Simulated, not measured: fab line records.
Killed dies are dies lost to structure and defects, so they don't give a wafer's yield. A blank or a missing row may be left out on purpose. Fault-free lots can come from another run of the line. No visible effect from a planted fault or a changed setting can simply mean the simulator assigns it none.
Which tool is to blame? | flow n5 finfet | route of 1938 steps, sampled at 1 step: 11 lots, 31 wafers

WHAT THE GAUGES READ, wafer by wafer
N5_BEOL_M15_CD_MEAS_28 targets a cd of 407.6 nm.
lot  | measured     | on        | cd nm (nm)
L875 | day 11 01:54 | cd sem-02 | 411.8 411.0 407.7
L877 | day 11 05:40 | cd sem-01 | 408.6 410.8 409.9
L878 | day 11 10:25 | cd sem-02 | 409.4 407.8 407.2
L880 | day 11 18:10 | cd sem-02 | 406.4 407.5 409.0
L882 | day 11 20:49 | cd sem-02 | 406.7 407.0 407.8
L881 | day 12 06:51 | cd sem-03 | 408.6 407.2 404.6
L884 | day 12 12:46 | cd sem-03 | 406.2 406.2 406.1
L895 | day 16 14:47 | cd sem-01 | 408.2 408.1 407.7
L892 | day 17 15:47 | cd sem-02 | 404.4 404.6
L897 | day 18 16:16 | cd sem-01 | 406.4 407.7 407.9
L886 | day 18 16:35 | cd sem-03 | 406.5 407.3

TOOL THAT RAN EACH LOT (tool first, then ch and the chambers of the sampled wafers, then the start)
There is no process step in the record ahead of these readings.

THE ANSWER, worked out from the rows above alone
Rule: usual is defined by the lots themselves. The widest of any qualifying gaps counts: lots, ordered by their means at a reading, are off when they make up no more than a third of the lots, leave a main group of 4 or more, and stand apart from it by 3 or more times the standard deviation of that group's means. The tables above print the reading to a certain number of digits; a main group whose means all agree to those digits is not used. A lot without any number at a reading at which 4 lots or more have one is off too. All remaining lots with rows at the step are treated as sound.
None of the lots is off at any reading shown; this tells nothing.

WHAT THE SIMULATOR PUT IN
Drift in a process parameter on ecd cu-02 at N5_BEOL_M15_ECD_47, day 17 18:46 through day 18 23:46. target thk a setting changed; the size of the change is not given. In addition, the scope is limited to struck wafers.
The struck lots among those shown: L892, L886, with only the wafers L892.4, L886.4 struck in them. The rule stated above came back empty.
